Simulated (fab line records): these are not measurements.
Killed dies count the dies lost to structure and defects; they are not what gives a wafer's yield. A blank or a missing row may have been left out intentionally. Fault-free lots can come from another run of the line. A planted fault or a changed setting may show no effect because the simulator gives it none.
Struck lot and sound lot, side by side	flow n5_finfet	15 out of 1938 route steps
Sound: the wafers L106.1, L106.3, L106.4. Struck: wafer L116.1 (left out: L116.3, L116.5 of the same lot, which were not struck); the cause appears at the end.
Per side, at each step with rows, come the tool, then ch with its chambers, and then its first start. Under that, the readings that differ: sound wafers	struck wafers	difference of the means	sigmas: that difference in standard deviations of wafers without a fault.
alike: words and numbers the same on both sides, and readings whose means are apart by under 2 such deviations; not compared: readings that were withheld, readings missing a value for some wafer, numbers with overlapping values and no deviation given by the record, and bounds like >300 which may hide the same value.
A row with sigmas, a row that says differs or no value, or rows on one side alone: a step with any of these is where the two part. Numbers that have no deviation but don't overlap get no sigmas and don't part them. A reading that every wafer of one side lacks parts them only if that side has two wafers or more.

first, 2 steps without rows for these wafers: N5_BEOL_M15_PRECLEAN_39 (cleans in residue remover, time 60 s); N5_BEOL_M15_SRD_40 (time 30 s, dry time 30 s).
N5_BEOL_M15_DEGAS_41: time 60 s.
  struck on pvd_sputter-01, day 17 14:02; sound on pvd_sputter-03, day 15 02:15
  alike: heater_power_w
N5_BEOL_M15_PRE_CLEAN_42: time 30 s.
  struck on pvd_sputter-01, day 17 14:04; sound on pvd_sputter-03, day 15 02:17
  alike: heater_power_w
N5_BEOL_M15_SPUTTER_43: material TaN, target thk 15 nm, time 24.19 s.
  struck on pvd_sputter-01, day 17 14:07; sound on pvd_sputter-03, day 15 02:20
  alike: cathode_dc_power_W, throttle_valve_pct
then, 3 steps without rows for these wafers: N5_BEOL_M15_SPUTTER_44 (material Ta, target thk 15 nm, time 24.19 s); N5_BEOL_M15_SPUTTER_45 (material Cu, target thk 100 nm, time 16.67 s); N5_BEOL_M15_ECD_47 (material Cu, target thk 1860 nm).
N5_BEOL_M15_ANNEAL_48: time 90 s.
  sound on rtp_anneal-02 ch 0, day 15 02:51; struck on rtp_anneal-01 ch 0, day 17 14:38
  alike: anneal_temp_c, wafer_temp_C_max
N5_BEOL_M15_CMP_49: polishes, stops on SiO2, t overpolish 4.9 s, target thk 850 nm.
  sound on cmp-04 ch 0,1,2, day 15 03:08; struck on cmp-02 ch 1, day 17 14:56
  alike: barrier_field_endpoint_s, clearing_platen_down_force_psi, edge_zone_pressure_frac, motor_current_A, overpolish_run_s
N5_BEOL_M15_THK_MEAS_50: measures by xrf.
  struck on film_metro-01, day 17 15:14; sound on film_metro-02, day 15 03:26
  alike: M15_THK
then, 1 step without rows for these wafers: N5_BEOL_M15_PRE_CLEAN_52 (time 15 s).
N5_BEOL_M15_DEP_53: deposits SiCN from 3MS/NH3, target thk 50 nm, time 17.8 s.
  sound on pecvd-02 ch 0,1, day 15 03:30; struck on pecvd-02 ch 0, day 17 15:17
reading	sound	struck	difference	sigmas
rf_fwd_power_W (W)	668.9 665.5 670.6	660.0	-8.3	-3
model.SiCN_of_BEOL_M15_DEP_53.thk_nm (nm)	49.8 49.2 50	56.4	+6.7	
  alike: showerhead_plenum_p_Torr, throttle_valve_pct
N5_BEOL_M15_RS_MEAS_54: a four-point-probe measurement.
  struck on film_metro-02, day 17 15:21; sound on film_metro-01, day 15 03:34
  alike: M15_RS
N5_PASSIVATION_PROBE_49:
  rows exist in the record for the sound wafers here (prober-02, day 15 17:07), none for the struck ones

== WHERE THEY PART ==
Earliest at N5_BEOL_M15_DEP_53; latest, in this record, at N5_PASSIVATION_PROBE_49.

WHY: the cause the simulator had injected
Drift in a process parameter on pecvd-02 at N5_BEOL_M15_DEP_53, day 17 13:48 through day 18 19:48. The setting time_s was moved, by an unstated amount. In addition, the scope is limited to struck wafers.
